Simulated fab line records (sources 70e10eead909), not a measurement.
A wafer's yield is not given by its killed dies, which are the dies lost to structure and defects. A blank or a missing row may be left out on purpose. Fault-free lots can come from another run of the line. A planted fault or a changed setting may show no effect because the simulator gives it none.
Matching of chambers ; flow nand harc ; rie diel-04 running NHARC_A_STAIRCASE_ETCH_253: 4 sister chambers
The step etches the open film in C4F8/O2, target depth 50 nm, time 20.2 s. 8 wafers are shown with their chamber, then 11 later ones without.

## WAFERS WITH THEIR CHAMBER
wafer;chamber;rf vpp V (V);rf fwd power W (W)
L081.5;3;899;593
L085.1;3;899;593
L085.3;0;896;587
L085.5;2;902;589
L086.3;1;891;585
L086.4;2;903;586
L086.6;1;889;587
L092.4;0;897;590

## WAFERS WITH NO CHAMBER GIVEN
wafer;rf vpp V (V);rf fwd power W (W)
L092.5;890;584
L092.6;896;588
L094.1;904;587
L094.3;899;595
L094.4;894;589
L095.3;902;584
L095.4;898;592
L095.5;903;582
L095.1;889;581
L095.2;893;590
L095.6;899;597

## WHICH CHAMBER EACH WENT THROUGH
wafer;from the rows above;in truth
L092.5;1;1
L092.6;0;0
L094.1;2;2
L094.3;3;3
L094.4;0;0
L095.3;2;2
L095.4;can't be placed: 3 or 0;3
L095.5;2;2
L095.1;1;1
L095.2;can't be placed: 0 or 1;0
L095.6;3;3
9 of 11 placed correctly. Cannot be placed on the basis of these rows: 2; the candidates contain the true chamber in 2. Placed wrongly: 0.
How it was worked out, from the rows above alone: a wafer's distance from a chamber is the root of the sum, over the readings, of the square of ((its reading less the chamber's mean) divided by the reading's scatter). The wafer belongs to the nearest chamber; if the next one is less than 2 further off, it can't be placed. The mean given for a chamber averages the wafers shown for that chamber. The scatter: the root of (the sum of the squares of (reading less its chamber's mean) over the shown wafers, divided by (wafers less chambers)).
